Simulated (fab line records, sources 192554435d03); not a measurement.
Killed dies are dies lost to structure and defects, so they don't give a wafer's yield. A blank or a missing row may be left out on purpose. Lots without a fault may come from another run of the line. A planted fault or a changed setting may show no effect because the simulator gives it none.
fab line records | flow n5_finfet
record lots=5 wafers=15 last_day=19
route steps=1938 shown BEOL_M1@810
lots that met no fault: from a run of the same line without faults
start_h: hours from the record's first day to the start of the lot's first wafer shown | wait_h: hours since the lot's step before | " the same as in the row above | L1.1+2: a row that stands for several wafers | - no value, or no start given | * or withheld: withheld | < > ~ a bound
route shown NAME@n: a module of which the file shows steps, and the number in the route of the first | usual: mean/standard deviation of fault-free wafers | same: alike in all rows | chamber/n: place in a boat | sites: the reading at each site | _std_site: their standard deviation | _edge_site: outer sites' mean less inner sites' | radius_mm: how far each site lies from the wafer's centre | mask NAME#n: copy n | behind: the tool/chamber that last shaped the wafer | hold: why the lot was held/for how many hours/how that ended | device: the transistor (n, p or np) that didn't switch | end of line: the same wafers' tests at the end of the route | a step without rows: its recipe alone | killed: dies lost to structure and defects at the first sort, not the wafer's yield | map: a wafer's dies, x killed, . not, _ none there
set.NAME: the setting as run; set.NAME@STEP: as run at that earlier step | model.NAME: the simulator's own value behind a step, which no gauge read
lots at some steps of the route; a table a step, a row a wafer
services: from which hour (start_h, from the record's first day; less than 0 if before it) a tool's chamber was out of use, for how many hours, and why
## steps
# step N5_BEOL_M1_PRE_CLEAN_45
# recipe gas=H2/He time_s=30 temp_c=250
# usual heater_power_w=315/37 susceptor_temp_C=250.01/0.19
# same time_s=30
# columns lot.wafer tool chamber start_h wait_h heater_power_w susceptor_temp_C
L081.1 pvd_sputter-02 - 170.43 0.0 352 250.26
L081.3 " - " " 307 250.13
L081.4 " - " " 320 249.93
L083.1 pvd_sputter-01 - 184.73 0.0 289 250.10
L083.3 " - " " 357 249.66
L083.4 " - " " 306 250.07
L087.1 pvd_sputter-03 - 214.48 0.0 317 250.12
L087.3 " - " " 270 250.10
L087.4 " - " " 414 249.64
L095.2 pvd_sputter-01 - 258.45 0.0 291 249.93
L095.3 " - " " 349 250.15
L095.6 " - " " 352 250.15
L097.2 pvd_sputter-02 - 279.88 0.0 301 250.26
L097.3 " - " " 353 250.00
L097.5 " - " " 320 250.16
# step N5_BEOL_M1_ALD_84
# recipe material=TaN target_thk_a=* temp_c=275 ald_precursor_family=PDMAT ald_co_reactant=NH3 pressure_torr=3 carrier_flow_sccm=1500 pulse_time_s=2 purge_time_s=3 co_reactant_purge_time_s=2 co_reactant_pulse_time_s=3 ald_cycles=30 precursor_vessel_temp_c=75 precursor_vessel_pressure_torr=26.25 precursor_vessel_carrier_sccm=1000
# usual heater_power_w=435/15 precursor_vessel_carrier_sccm=1000.1/2.8 susceptor_temp_C=274.98/0.17
# columns lot.wafer tool chamber start_h wait_h heater_power_w precursor_vessel_carrier_sccm susceptor_temp_C
L081.1 ald_metal-01 3 170.49 0.0 430 999.2 274.77
L081.3 " 1 " " 424 1005.3 275.16
L081.4 " 2 " " 450 998.3 274.96
L083.1 ald_metal-01 3 184.79 0.0 433 996.1 275.12
L083.3 " 1 " " 424 997.6 275.09
L083.4 " 2 " " 436 1000.6 274.85
L087.1 ald_metal-03 0 214.55 0.1 425 1003.6 275.35
L087.3 " 1 " " 435 999.6 274.81
L087.4 " 1 " " 441 1000.9 275.24
L095.2 ald_metal-01 2 258.51 0.0 446 993.9 275.00
L095.3 " 3 " " 432 1001.7 275.28
L095.6 " 2 " " 442 998.6 275.16
L097.2 ald_metal-02 1 279.97 0.1 457 999.9 275.19
L097.3 " 3 " " 431 1000.3 274.71
L097.5 " 1 " " 452 1002.5 274.57
# step N5_BEOL_M1_SURFACE_TREAT_85
# recipe gas=Ar time_s=* ion_energy_ev=* ion_current_ma_cm2=0.5 pressure_mtorr=* ar_flow_sccm=30
# usual throttle_valve_pct=*
# same time_s=*
# columns lot.wafer tool chamber start_h wait_h throttle_valve_pct
L081.1 pvd_sputter-03 - 170.78 0.2 *
L081.3 " - " " *
L081.4 " - " " *
L083.1 pvd_sputter-02 - 185.09 0.2 *
L083.3 " - " " *
L083.4 " - " " *
L087.1 pvd_sputter-03 - 214.88 0.2 *
L087.3 " - " " *
L087.4 " - " " *
L095.2 pvd_sputter-01 - 258.74 0.1 *
L095.3 " - " " *
L095.6 " - " " *
L097.2 pvd_sputter-01 - 281.91 1.8 *
L097.3 " - " " *
L097.5 " - " " *
# step N5_BEOL_M1_CVD_47
# recipe material=Co target_thk_a=30 temp_c=withheld precursor=CCTBA/H2 pressure_torr=30 time_s=223.8
# same time_s=223.8
# columns lot.wafer tool chamber start_h wait_h
L081.1+3+4 cvd_co-02 0,1,1 170.84 0.0
L083.1+3+4 cvd_co-01 2,1,0 185.15 0.0
L087.1+3+4 cvd_co-01 1,2,2 215.17 0.3
L095.2+3+6 cvd_co-01 2,1,1 258.80 0.0
L097.2+3+5 cvd_co-01 1,2,1 281.99 0.1
# step N5_BEOL_M1_SPUTTER_48
# recipe material=Cu target_thk_a=45 temp_c=-20 chamber_pressure_pa=0.07 power_w=withheld time_s=8.29
# usual chamber_pressure_pa=0.06999/0.00014 susceptor_temp_C=-19.99/0.098 throttle_valve_pct=30.3/1.5
# same time_s=8.29
# columns lot.wafer tool chamber start_h wait_h chamber_pressure_pa susceptor_temp_C throttle_valve_pct
L081.1 pvd_sputter-02 - 171.00 0.1 0.0699 -19.99 28.9
L081.3 " - " " 0.06997 -20.10 29.3
L081.4 " - " " 0.07008 -20.00 29.5
L083.1 pvd_sputter-01 - 185.39 0.2 0.06991 -19.93 32.6
L083.3 " - " " 0.06963 -20.03 29.9
L083.4 " - " " 0.07011 -19.99 29.4
L087.1 pvd_sputter-01 - 215.83 0.6 0.07 -20.04 29.4
L087.3 " - " " 0.06988 -19.85 33.0
L087.4 " - " " 0.07007 -20.13 29.9
L095.2 pvd_sputter-02 - 259.04 0.2 0.0701 -19.98 29.2
L095.3 " - " " 0.06988 -19.99 32.5
L095.6 " - " " 0.07003 -19.98 32.6
L097.2 pvd_sputter-03 - 282.18 0.1 0.07015 -19.80 32.6
L097.3 " - " " 0.07008 -19.96 29.9
L097.5 " - " " 0.07013 -19.83 32.3
# step N5_BEOL_M1_ANNEAL_49
# recipe temp_c=400 time_s=240 ambient=vacuum
# usual heater_power_w=783/97 susceptor_temp_C=399.99/0.23 susceptor_temp_C_max=401.0/0.39
# same time_s=240
# columns lot.wafer tool chamber start_h wait_h heater_power_w susceptor_temp_C susceptor_temp_C_max
L081.1 pvd_sputter-02 - 171.08 0.0 891 399.99 400.6
L081.3 " - " " 760 400.05 400.8
L081.4 " - " " 786 400.03 401.9
L083.1 pvd_sputter-01 - 185.47 0.0 867 399.82 400.5
L083.3 " - " " 778 399.86 401.4
L083.4 " - " " 718 400.19 401.0
L087.1 pvd_sputter-01 - 215.91 0.0 711 399.86 400.7
L087.3 " - " " 884 400.01 400.6
L087.4 " - " " 769 399.98 401.4
L095.2 pvd_sputter-02 - 259.12 0.0 881 399.76 400.5
L095.3 " - " " 690 400.04 400.9
L095.6 " - " " 718 400.04 401.1
L097.2 pvd_sputter-03 - 282.26 0.0 1010 399.91 401.1
L097.3 " - " " 808 399.96 400.8
L097.5 " - " " 1015 400.33 402.2
# step N5_BEOL_M1_SPUTTER_79
# recipe material=Cu target_thk_a=45 temp_c=-20 chamber_pressure_pa=0.07 power_w=withheld time_s=8.29
# usual chamber_pressure_pa=0.06999/0.00015 susceptor_temp_C=-20.00/0.12 throttle_valve_pct=30.3/1.5
# same time_s=8.29
# columns lot.wafer tool chamber start_h wait_h chamber_pressure_pa susceptor_temp_C throttle_valve_pct
L081.1 pvd_sputter-02 - 171.22 0.1 0.0701 -19.93 29.0
L081.3 " - " " 0.07011 -20.00 29.3
L081.4 " - " " 0.06979 -20.02 29.5
L083.1 pvd_sputter-01 - 185.61 0.1 0.07019 -20.08 32.8
L083.3 " - " " 0.06983 -19.93 30.0
L083.4 " - " " 0.06997 -20.08 29.3
L087.1 pvd_sputter-01 - 216.05 0.1 0.0701 -19.91 29.4
L087.3 " - " " 0.07012 -20.00 32.7
L087.4 " - " " 0.07024 -20.06 30.0
L095.2 pvd_sputter-02 - 259.26 0.1 0.06982 -19.93 29.1
L095.3 " - " " 0.07008 -19.90 32.4
L095.6 " - " " 0.07012 -20.09 32.6
L097.2 pvd_sputter-03 - 282.40 0.1 0.06988 -20.02 32.4
L097.3 " - " " 0.07005 -19.89 29.9
L097.5 " - " " 0.06991 -20.08 32.3
# step N5_BEOL_M1_ANNEAL_80
# recipe temp_c=400 time_s=240 ambient=vacuum
# usual heater_power_w=781/96 susceptor_temp_C=400.00/0.22 susceptor_temp_C_max=401.0/0.38
# same time_s=240
# columns lot.wafer tool chamber start_h wait_h heater_power_w susceptor_temp_C susceptor_temp_C_max
L081.1 pvd_sputter-02 - 171.30 0.0 888 399.48 400.1
L081.3 " - " " 763 399.89 401.0
L081.4 " - " " 786 400.19 401.8
L083.1 pvd_sputter-01 - 185.69 0.0 882 400.07 400.7
L083.3 " - " " 781 400.33 401.6
L083.4 " - " " 715 400.25 401.0
L087.1 pvd_sputter-01 - 216.13 0.0 743 400.55 401.3
L087.3 " - " " 889 399.64 400.3
L087.4 " - " " 799 399.91 401.0
L095.2 pvd_sputter-02 - 259.34 0.0 839 400.21 400.8
L095.3 " - " " 717 399.86 400.9
L095.6 " - " " 686 399.57 400.7
L097.2 pvd_sputter-03 - 282.48 0.0 1004 399.96 401.4
L097.3 " - " " 778 400.00 400.9
L097.5 " - " " 1029 399.90 401.2
# step N5_BEOL_M1_SPUTTER_81
# recipe material=Cu target_thk_a=45 temp_c=-20 chamber_pressure_pa=0.07 power_w=withheld time_s=8.29
# usual chamber_pressure_pa=0.07/0.00015 susceptor_temp_C=-19.99/0.11 throttle_valve_pct=30.3/1.5
# same time_s=8.29
# columns lot.wafer tool chamber start_h wait_h chamber_pressure_pa susceptor_temp_C throttle_valve_pct
L081.1 pvd_sputter-02 - 171.44 0.1 0.06994 -20.12 29.2
L081.3 " - " " 0.06982 -19.96 29.7
L081.4 " - " " 0.07002 -19.99 29.4
L083.1 pvd_sputter-01 - 185.83 0.1 0.06975 -19.83 32.6
L083.3 " - " " 0.06985 -20.16 29.8
L083.4 " - " " 0.07011 -19.98 29.4
L087.1 pvd_sputter-01 - 216.27 0.1 0.06998 -20.08 29.2
L087.3 " - " " 0.06997 -20.06 32.8
L087.4 " - " " 0.06988 -20.03 30.1
L095.2 pvd_sputter-02 - 259.48 0.1 0.07034 -20.06 29.1
L095.3 " - " " 0.07017 -20.00 32.4
L095.6 " - " " 0.07014 -19.82 32.3
L097.2 pvd_sputter-03 - 282.62 0.1 0.06994 -19.81 32.5
L097.3 " - " " 0.07024 -19.96 30.0
L097.5 " - " " 0.06991 -19.99 32.5
# step N5_BEOL_M1_ANNEAL_82
# recipe temp_c=400 time_s=240 ambient=vacuum
# usual heater_power_w=784/97 susceptor_temp_C=400.03/0.22 susceptor_temp_C_max=401.0/0.37
# same time_s=240
# columns lot.wafer tool chamber start_h wait_h heater_power_w susceptor_temp_C susceptor_temp_C_max
L081.1 pvd_sputter-02 - 171.52 0.0 881 400.11 401.2
L081.3 " - " " 758 399.92 400.8
L081.4 " - " " 797 400.01 401.6
L083.1 pvd_sputter-01 - 185.91 0.0 887 400.22 400.7
L083.3 " - " " 784 399.82 401.1
L083.4 " - " " 714 400.66 401.5
L087.1 pvd_sputter-01 - 216.35 0.0 716 399.69 400.4
L087.3 " - " " 910 400.03 401.0
L087.4 " - " " 807 399.88 401.2
L095.2 pvd_sputter-02 - 259.56 0.0 870 399.85 400.5
L095.3 " - " " 710 400.13 401.1
L095.6 " - " " 722 400.00 400.9
L097.2 pvd_sputter-03 - 282.70 0.0 1017 400.00 401.3
L097.3 " - " " 786 399.90 400.9
L097.5 " - " " 1030 400.18 401.4
# step N5_BEOL_M1_SPUTTER_86
# recipe material=Cu target_thk_a=45 temp_c=-20 chamber_pressure_pa=0.07 power_w=withheld time_s=8.29
# usual chamber_pressure_pa=0.07002/0.00014 susceptor_temp_C=-20.00/0.13 throttle_valve_pct=30.3/1.5
# same time_s=8.29
# columns lot.wafer tool chamber start_h wait_h chamber_pressure_pa susceptor_temp_C throttle_valve_pct
L081.1 pvd_sputter-02 - 171.66 0.1 0.07015 -19.84 29.0
L081.3 " - " " 0.0701 -20.04 29.3
L081.4 " - " " 0.06989 -19.96 29.4
L083.1 pvd_sputter-01 - 186.05 0.1 0.06977 -20.14 32.8
L083.3 " - " " 0.06994 -19.93 29.7
L083.4 " - " " 0.06983 -20.00 29.5
L087.1 pvd_sputter-01 - 216.49 0.1 0.06985 -19.90 29.4
L087.3 " - " " 0.06996 -20.01 32.8
L087.4 " - " " 0.07013 -19.61 29.5
L095.2 pvd_sputter-02 - 259.70 0.1 0.07008 -19.94 29.3
L095.3 " - " " 0.06996 -20.09 32.2
L095.6 " - " " 0.07014 -20.13 32.2
L097.2 pvd_sputter-03 - 282.84 0.1 0.07005 -19.85 32.5
L097.3 " - " " 0.06986 -20.19 29.8
L097.5 " - " " 0.07019 -20.13 32.4
# step N5_BEOL_M1_ANNEAL_87
# recipe temp_c=400 time_s=240 ambient=vacuum
# usual heater_power_w=783/95 susceptor_temp_C=399.99/0.22 susceptor_temp_C_max=401.0/0.37
# same time_s=240
# columns lot.wafer tool chamber start_h wait_h heater_power_w susceptor_temp_C susceptor_temp_C_max
L081.1 pvd_sputter-02 - 171.74 0.0 890 399.91 400.6
L081.3 " - " " 750 399.67 400.8
L081.4 " - " " 792 399.82 401.4
L083.1 pvd_sputter-01 - 186.13 0.0 881 399.93 400.6
L083.3 " - " " 769 400.00 401.2
L083.4 " - " " 719 399.79 400.5
L087.1 pvd_sputter-01 - 216.57 0.0 720 399.55 400.4
L087.3 " - " " 880 399.83 400.4
L087.4 " - " " 785 400.13 401.4
L095.2 pvd_sputter-02 - 259.78 0.0 880 399.98 400.6
L095.3 " - " " 698 400.09 401.1
L095.6 " - " " 706 400.13 400.9
L097.2 pvd_sputter-03 - 282.92 0.0 997 400.12 401.6
L097.3 " - " " 768 400.18 401.2
L097.5 " - " " 983 400.36 401.4
# step N5_BEOL_M1_SPUTTER_88
# recipe material=Cu target_thk_a=45 temp_c=-20 chamber_pressure_pa=0.07 power_w=withheld time_s=8.29
# usual chamber_pressure_pa=0.07002/0.00014 susceptor_temp_C=-20.02/0.11 throttle_valve_pct=30.3/1.5
# same time_s=8.29
# columns lot.wafer tool chamber start_h wait_h chamber_pressure_pa susceptor_temp_C throttle_valve_pct
L081.1 pvd_sputter-02 - 171.88 0.1 0.06996 -19.84 29.3
L081.3 " - " " 0.06995 -20.00 29.3
L081.4 " - " " 0.06991 -19.95 29.3
L083.1 pvd_sputter-01 - 186.27 0.1 0.07017 -19.94 32.7
L083.3 " - " " 0.07003 -19.97 29.9
L083.4 " - " " 0.07002 -20.01 29.3
L087.1 pvd_sputter-01 - 216.71 0.1 0.0702 -20.04 29.4
L087.3 " - " " 0.07019 -20.12 33.1
L087.4 " - " " 0.0701 -20.14 30.0
L095.2 pvd_sputter-02 - 259.92 0.1 0.06992 -20.04 29.3
L095.3 " - " " 0.06994 -19.90 32.3
L095.6 " - " " 0.06993 -19.80 32.2
L097.2 pvd_sputter-03 - 283.06 0.1 0.07022 -19.96 32.4
L097.3 " - " " 0.07012 -20.04 30.2
L097.5 " - " " 0.07007 -20.03 32.5
# step N5_BEOL_M1_ANNEAL_89
# recipe temp_c=400 time_s=240 ambient=vacuum
# usual heater_power_w=783/97 susceptor_temp_C=400.02/0.23 susceptor_temp_C_max=401.0/0.33
# same time_s=240
# columns lot.wafer tool chamber start_h wait_h heater_power_w susceptor_temp_C susceptor_temp_C_max
L081.1 pvd_sputter-02 - 171.96 0.0 851 399.95 400.9
L081.3 " - " " 784 400.19 401.1
L081.4 " - " " 770 399.95 401.3
L083.1 pvd_sputter-01 - 186.35 0.0 872 400.15 400.7
L083.3 " - " " 772 399.91 401.4
L083.4 " - " " 725 400.31 401.0
L087.1 pvd_sputter-01 - 216.79 0.0 717 399.80 400.5
L087.3 " - " " 869 399.92 400.5
L087.4 " - " " 763 399.73 401.1
L095.2 pvd_sputter-02 - 260.00 0.0 870 400.22 400.8
L095.3 " - " " 721 399.81 400.6
L095.6 " - " " 722 400.12 400.9
L097.2 pvd_sputter-03 - 283.14 0.0 1038 400.10 401.3
L097.3 " - " " 796 400.13 401.2
L097.5 " - " " 1018 399.80 401.2
# step N5_BEOL_M1_SPUTTER_90
# recipe material=Cu target_thk_a=45 temp_c=-20 chamber_pressure_pa=0.07 power_w=withheld time_s=8.29
# usual chamber_pressure_pa=0.07001/0.00014 susceptor_temp_C=-20.00/0.1 throttle_valve_pct=30.3/1.5
# same time_s=8.29
# columns lot.wafer tool chamber start_h wait_h chamber_pressure_pa susceptor_temp_C throttle_valve_pct
L081.1 pvd_sputter-02 - 172.10 0.1 0.07021 -20.04 29.2
L081.3 " - " " 0.07008 -19.76 29.0
L081.4 " - " " 0.06975 -20.17 29.6
L083.1 pvd_sputter-01 - 186.49 0.1 0.06965 -19.96 33.1
L083.3 " - " " 0.07005 -20.12 30.1
L083.4 " - " " 0.06994 -19.92 29.3
L087.1 pvd_sputter-01 - 216.93 0.1 0.06988 -19.79 29.4
L087.3 " - " " 0.07004 -19.95 32.7
L087.4 " - " " 0.07007 -19.98 30.0
L095.2 pvd_sputter-02 - 260.14 0.1 0.07033 -19.89 29.0
L095.3 " - " " 0.06997 -20.02 32.3
L095.6 " - " " 0.0698 -19.98 32.4
L097.2 pvd_sputter-03 - 283.28 0.1 0.07021 -19.96 32.4
L097.3 " - " " 0.0701 -20.05 29.8
L097.5 " - " " 0.07009 -19.81 32.4
# step N5_BEOL_M1_ANNEAL_91
# recipe temp_c=400 time_s=240 ambient=vacuum
# usual heater_power_w=782/96 susceptor_temp_C=399.98/0.23 susceptor_temp_C_max=401.0/0.43
# same time_s=240
# columns lot.wafer tool chamber start_h wait_h heater_power_w susceptor_temp_C susceptor_temp_C_max
L081.1 pvd_sputter-02 - 172.18 0.0 875 400.09 400.8
L081.3 " - " " 756 400.22 401.1
L081.4 " - " " 790 400.25 401.9
L083.1 pvd_sputter-01 - 186.57 0.0 877 400.13 400.6
L083.3 " - " " 779 400.45 402.2
L083.4 " - " " 712 400.13 400.8
L087.1 pvd_sputter-01 - 217.01 0.0 694 400.03 400.8
L087.3 " - " " 895 399.60 400.3
L087.4 " - " " 773 399.91 401.3
L095.2 pvd_sputter-02 - 260.22 0.0 858 399.79 400.7
L095.3 " - " " 706 400.20 401.1
L095.6 " - " " 686 399.94 400.9
L097.2 pvd_sputter-03 - 283.36 0.0 1027 399.87 401.8
L097.3 " - " " 794 399.69 400.7
L097.5 " - " " 993 400.00 401.3
# step N5_BEOL_M1_SPUTTER_92
# recipe material=Cu target_thk_a=45 temp_c=-20 chamber_pressure_pa=0.07 power_w=withheld time_s=8.29
# usual chamber_pressure_pa=0.06999/0.00013 susceptor_temp_C=-20.01/0.11 throttle_valve_pct=30.3/1.5
# same time_s=8.29
# columns lot.wafer tool chamber start_h wait_h chamber_pressure_pa susceptor_temp_C throttle_valve_pct
L081.1 pvd_sputter-02 - 172.32 0.1 0.06998 -20.07 29.2
L081.3 " - " " 0.07002 -20.24 29.2
L081.4 " - " " 0.06999 -20.01 29.3
L083.1 pvd_sputter-01 - 186.71 0.1 0.07008 -19.90 32.7
L083.3 " - " " 0.06989 -19.90 29.8
L083.4 " - " " 0.06991 -19.95 29.3
L087.1 pvd_sputter-01 - 217.15 0.1 0.07016 -19.86 29.2
L087.3 " - " " 0.07018 -20.04 33.1
L087.4 " - " " 0.0698 -20.08 29.8
L095.2 pvd_sputter-02 - 260.36 0.1 0.07019 -20.18 29.2
L095.3 " - " " 0.07005 -20.03 32.3
L095.6 " - " " 0.06996 -20.12 32.5
L097.2 pvd_sputter-03 - 283.50 0.1 0.0698 -20.02 32.3
L097.3 " - " " 0.06988 -20.18 29.8
L097.5 " - " " 0.0697 -19.95 32.5
# step N5_BEOL_M1_ANNEAL_93
# recipe temp_c=400 time_s=240 ambient=vacuum
# usual heater_power_w=784/97 susceptor_temp_C=399.99/0.21 susceptor_temp_C_max=401.0/0.38
# same time_s=240
# columns lot.wafer tool chamber start_h wait_h heater_power_w susceptor_temp_C susceptor_temp_C_max
L081.1 pvd_sputter-02 - 172.40 0.0 885 400.31 400.8
L081.3 " - " " 777 400.07 401.2
L081.4 " - " " 801 399.82 401.1
L083.1 pvd_sputter-01 - 186.79 0.0 891 399.89 400.5
L083.3 " - " " 766 400.07 401.5
L083.4 " - " " 731 399.76 400.6
L087.1 pvd_sputter-01 - 217.23 0.0 712 400.10 401.1
L087.3 " - " " 904 400.10 401.1
L087.4 " - " " 784 399.75 401.2
L095.2 pvd_sputter-02 - 260.44 0.0 880 399.89 400.5
L095.3 " - " " 710 400.25 401.2
L095.6 " - " " 714 399.90 400.7
L097.2 pvd_sputter-03 - 283.58 0.0 1027 400.04 401.2
L097.3 " - " " 806 399.89 401.1
L097.5 " - " " 1020 400.08 401.5
# step N5_BEOL_M1_SPUTTER_94
# recipe material=Cu target_thk_a=45 temp_c=-20 chamber_pressure_pa=0.07 power_w=withheld time_s=8.29
# usual chamber_pressure_pa=0.06999/0.00014 susceptor_temp_C=-19.98/0.1 throttle_valve_pct=30.3/1.5
# same time_s=8.29
# columns lot.wafer tool chamber start_h wait_h chamber_pressure_pa susceptor_temp_C throttle_valve_pct
L081.1 pvd_sputter-02 - 172.54 0.1 0.07006 -19.85 29.2
L081.3 " - " " 0.06985 -19.97 29.1
L081.4 " - " " 0.07022 -20.13 29.3
L083.1 pvd_sputter-01 - 186.93 0.1 0.0698 -19.83 32.9
L083.3 " - " " 0.06994 -20.11 29.4
L083.4 " - " " 0.06968 -19.97 29.1
L087.1 pvd_sputter-01 - 217.37 0.1 0.0701 -19.95 29.4
L087.3 " - " " 0.07007 -20.03 32.8
L087.4 " - " " 0.06984 -20.13 29.6
L095.2 pvd_sputter-02 - 260.58 0.1 0.06986 -19.86 29.2
L095.3 " - " " 0.07008 -19.97 32.7
L095.6 " - " " 0.06994 -19.81 32.2
L097.2 pvd_sputter-03 - 283.72 0.1 0.07002 -19.91 32.4
L097.3 " - " " 0.07019 -20.04 29.7
L097.5 " - " " 0.06992 -20.16 32.3
# step N5_BEOL_M1_ANNEAL_95
# recipe temp_c=400 time_s=240 ambient=vacuum
# usual heater_power_w=781/94 susceptor_temp_C=399.99/0.22 susceptor_temp_C_max=401.0/0.37
# same time_s=240
# columns lot.wafer tool chamber start_h wait_h heater_power_w susceptor_temp_C susceptor_temp_C_max
L081.1 pvd_sputter-02 - 172.62 0.0 877 399.93 400.6
L081.3 " - " " 762 400.33 401.4
L081.4 " - " " 788 400.34 402.0
L083.1 pvd_sputter-01 - 187.01 0.0 873 399.85 400.7
L083.3 " - " " 776 400.28 401.2
L083.4 " - " " 728 400.35 401.1
L087.1 pvd_sputter-01 - 217.45 0.0 743 399.57 400.4
L087.3 " - " " 892 400.07 401.0
L087.4 " - " " 779 399.64 400.9
L095.2 pvd_sputter-02 - 260.66 0.0 881 399.90 400.6
L095.3 " - " " 714 400.37 401.1
L095.6 " - " " 724 400.09 401.1
L097.2 pvd_sputter-03 - 283.80 0.0 1018 400.17 401.4
L097.3 " - " " 761 400.20 401.1
L097.5 " - " " 1025 400.23 401.3
# step N5_BEOL_M1_SPUTTER_96
# recipe material=Cu target_thk_a=45 temp_c=-20 chamber_pressure_pa=0.07 power_w=withheld time_s=8.29
# usual chamber_pressure_pa=0.07/0.00015 susceptor_temp_C=-20.00/0.11 throttle_valve_pct=30.3/1.5
# same time_s=8.29
# columns lot.wafer tool chamber start_h wait_h chamber_pressure_pa susceptor_temp_C throttle_valve_pct
L081.1 pvd_sputter-02 - 172.76 0.1 0.07002 -20.02 29.4
L081.3 " - " " 0.07008 -19.94 29.3
L081.4 " - " " 0.0698 -19.98 29.4
L083.1 pvd_sputter-01 - 187.15 0.1 0.06996 -20.17 32.9
L083.3 " - " " 0.07 -19.85 30.1
L083.4 " - " " 0.07004 -19.91 29.5
L087.1 pvd_sputter-01 - 217.59 0.1 0.07016 -19.93 29.4
L087.3 " - " " 0.06987 -19.97 32.7
L087.4 " - " " 0.07028 -20.26 30.0
L095.2 pvd_sputter-02 - 260.80 0.1 0.07001 -20.02 29.0
L095.3 " - " " 0.06997 -19.83 32.6
L095.6 " - " " 0.07002 -19.89 32.4
L097.2 pvd_sputter-03 - 283.94 0.1 0.06992 -19.91 32.3
L097.3 " - " " 0.06994 -20.02 29.8
L097.5 " - " " 0.06992 -19.94 32.3
# step N5_BEOL_M1_ECD_50
# recipe material=Cu target_thk_a=3000
# columns lot.wafer tool chamber start_h wait_h
L081.1+3+4 ecd_cu-01 0,0,1 172.87 0.1
L083.1+3+4 ecd_cu-02 1,0,1 187.26 0.1
L087.1+3+4 ecd_cu-02 1,0,1 217.70 0.1
L095.2+3+6 ecd_cu-01 0,0,1 260.92 0.1
L097.2+3+5 ecd_cu-01 0,0,1 284.06 0.1
# step N5_BEOL_M1_ANNEAL_51
# recipe temp_c=225 time_s=90 ambient=N2
# usual wafer_temp_C_max=226.0/0.39
# same time_s=90
# columns lot.wafer tool chamber start_h wait_h wafer_temp_C_max
L081.1 rtp_anneal-02 0 172.95 0.1 226.0
L081.3 " 0 " " 226.3
L081.4 " 0 " " 226.3
L083.1 rtp_anneal-01 0 187.34 0.1 225.8
L083.3 " 0 " " 225.6
L083.4 " 0 " " 225.7
L087.1 rtp_anneal-02 0 217.78 0.1 226.2
L087.3 " 0 " " 226.4
L087.4 " 0 " " 226.1
L095.2 rtp_anneal-01 0 261.04 0.1 225.5
L095.3 " 0 " " 225.5
L095.6 " 0 " " 225.6
L097.2 rtp_anneal-01 0 284.18 0.1 225.6
L097.3 " 0 " " 225.6
L097.5 " 0 " " 225.6
# step N5_BEOL_M1_CMP_52
# recipe stop_on=SiOC t_overpolish_s=6.8 down_force_psi=1 platen_rpm=50 clearing_platen_down_force_psi=1.5 clearing_platen_rpm=50 post_cmp_clean=cu_alkaline target_thk_nm=40 clearing_platen_pad_velocity_m_s=0.99484 pad_velocity_m_s=0.99484
# usual barrier_field_endpoint_s=24.7/0.63 clearing_platen_rpm=50.004/0.027 edge_zone_pressure_frac=0.999/0.0058 motor_current_A=6.0/0.47 overpolish_run_s=6.802/0.0097 time_to_endpoint_s=62.4/2.4
# columns lot.wafer tool chamber start_h wait_h barrier_field_endpoint_s clearing_platen_rpm edge_zone_pressure_frac motor_current_A overpolish_run_s time_to_endpoint_s
L081.3 cmp-03 3 173.25 0.2 24.6 50.021 0.997 5.4 6.817 58.4
L081.4 " 1 " " 24.6 50.023 0.997 6.3 6.803 57.5
L081.1 " 2 " " 24.4 50.029 0.991 5.5 6.801 59.9
L083.3 cmp-04 3 187.64 0.2 25.7 49.979 0.996 7.0 6.795 63.4
L083.4 " 0 " " 26.3 49.998 1.006 5.7 6.808 64.8
L083.1 " 2 " " 26.3 50.052 0.999 6.2 6.808 68.2
L087.3 cmp-04 2 218.08 0.2 24.7 49.991 0.997 6.4 6.796 63.4
L087.1 " 0 " " 25.0 49.998 0.991 6.1 6.809 64.5
L087.4 " 1 " " 24.7 50.014 1.000 6.2 6.801 60.5
L095.2 cmp-02 0 261.29 0.2 25.1 49.999 0.996 5.6 6.791 63.1
L095.3 " 2 " " 23.7 50.073 0.986 5.8 6.821 60.5
L095.6 " 1 " " 24.5 50.009 1.001 5.7 6.799 62.3
L097.2 cmp-04 0 284.47 0.2 23.4 50.065 1.008 6.0 6.789 60.5
L097.3 " 2 " " 24.0 50.011 1.009 5.9 6.794 61.7
L097.5 " 3 " " 24.2 50.021 0.995 7.1 6.813 59.9
# step N5_BEOL_M1_THK_MEAS_53
# recipe thk_meas_gauge=xrf reads=Cu_of_BEOL_M1_ECD_50
# usual M1_THK=40.2/1.4
# columns lot.wafer tool chamber start_h wait_h M1_THK[nm]
L081.1 film_metro-02 - 173.54 - 39.6
L081.3 " - " " 39.8
L081.4 " - " " 40.2
L083.1 film_metro-02 - 187.93 - 40.8
L083.3 " - " " 39.4
L083.4 " - " " 41.3
L087.1 film_metro-02 - 218.37 - 42.0
L087.3 " - " " 40.8
L087.4 " - " " 40.7
L095.2 film_metro-02 - 261.59 - 39.5
L095.3 " - " " 36.8
L095.6 " - " " 39.3
L097.2 film_metro-01 - 284.73 - 38.7
L097.3 " - " " 39.7
L097.5 " - " " 41.0
## services
# columns tool chamber start_h hours kind
ecd_cu-01 - 147.91 0.8 repair
cmp-03 - 153.03 0.3 repair
cmp-03 - 174.62 3.7 pm
cmp-03 - 182.14 4.0 pm
cmp-03 - 186.14 - consumable_replace:conditioner
cmp-03 - 186.14 - consumable_replace:pad
ald_metal-02 2 197.82 5.7 repair
ald_metal-03 3 197.98 31.3 repair
cmp-03 - 199.31 4.2 repair
cmp-02 - 201.20 1.1 repair
ald_metal-03 2 214.74 - calibration
ald_metal-01 1 219.37 27.9 repair
ald_metal-02 - 236.89 2.8 pm
cmp-04 - 245.63 0.6 repair
rtp_anneal-01 - 258.67 1.0 pm
cvd_co-01 0 258.76 11.8 repair
ald_metal-03 1 263.77 5.8 repair
cmp-04 - 264.61 6.3 pm
cmp-04 - 273.00 2.2 repair
## key
fault none
